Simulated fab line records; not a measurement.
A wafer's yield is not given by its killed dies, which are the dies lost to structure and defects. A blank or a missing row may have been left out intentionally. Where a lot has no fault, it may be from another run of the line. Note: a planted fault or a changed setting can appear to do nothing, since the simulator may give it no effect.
Which tool was responsible? + flow nandHarc + at 1 step of a route of 1302, 14 lots with 39 wafers sampled

== WHAT THE GAUGES READ, wafer by wafer ==
NHARC_P_GATE_CD_MEAS_11: target cd 1640 nm. Usual: cdNm 1640.3 nm, standard deviation 1.4.
| lot  | measured     | on       | cdNm (nm)            | flag |
|------|--------------|----------|----------------------|------|
| L835 | day 4 18:59  | cdSem-01 | 1639.9 1641.1 1640.8 |      |
| L836 | day 5 01:52  | cdSem-01 | 1639.3 1637.5 1638.6 |      |
| L837 | day 5 08:04  | cdSem-02 | 1640.2 1640.1 1641.1 |      |
| L838 | day 5 15:11  | cdSem-01 | 1636.3 1639.1 1636.9 |      |
| L839 | day 5 20:52  | cdSem-03 | 1641.3 1641.6 1642.2 |      |
| L840 | day 6 10:48  | cdSem-02 | 1641.8 1641.1 1640.3 |      |
| L841 | day 6 20:03  | cdSem-01 | 1639.6 1640.3 1639.6 |      |
| L842 | day 7 07:32  | cdSem-01 | 1639.9 1637.6 1637.7 |      |
| L843 | day 7 19:27  | cdSem-03 | 1640.0 1641.0 1642.7 |      |
| L844 | day 8 02:40  | cdSem-01 | 1640.1 1641.3 1640.9 |      |
| L845 | day 8 14:59  | cdSem-03 | 1640.1 1640.6 1639.9 |      |
| L852 | day 11 04:40 | cdSem-02 | 1641.5               |      |
| L853 | day 12 02:46 | cdSem-03 | 1640.6 1640.2        |      |
| L858 | day 13 21:44 | cdSem-03 | 1639.4 1639.8 1640.9 |      |

== EACH LOT AND THE TOOL THAT RAN IT (in order: tool; ch and the chambers of the sampled wafers; start) ==
The record shows no process step preceding these readings.

== WHAT THE TOOLS THEMSELVES READ (means of the sampled wafers that have a number; where no wafer has one, the mark that the record gives instead) ==
The record holds no such reading with a usual standard deviation.

== THE ANSWER, worked out from the rows above alone ==
Rule: take the mean of a lot's wafers that have a number; if it is more than 3 standard deviations from the usual mean, the lot is off. A lot without any number at a reading at which 4 lots or more have one is off too. Any other lot the step has rows for is counted as sound. The gauges are gone through in route order, then the tools' own readings, and for those a lot's mean is taken as printed above. At the first step where some lot is off, the reading lying furthest off is the one used; lots without a number count as furthest.
Across all readings shown, no lot is off: no conclusion can be drawn from this.

== WHAT THE SIMULATOR HAD PUT IN ==
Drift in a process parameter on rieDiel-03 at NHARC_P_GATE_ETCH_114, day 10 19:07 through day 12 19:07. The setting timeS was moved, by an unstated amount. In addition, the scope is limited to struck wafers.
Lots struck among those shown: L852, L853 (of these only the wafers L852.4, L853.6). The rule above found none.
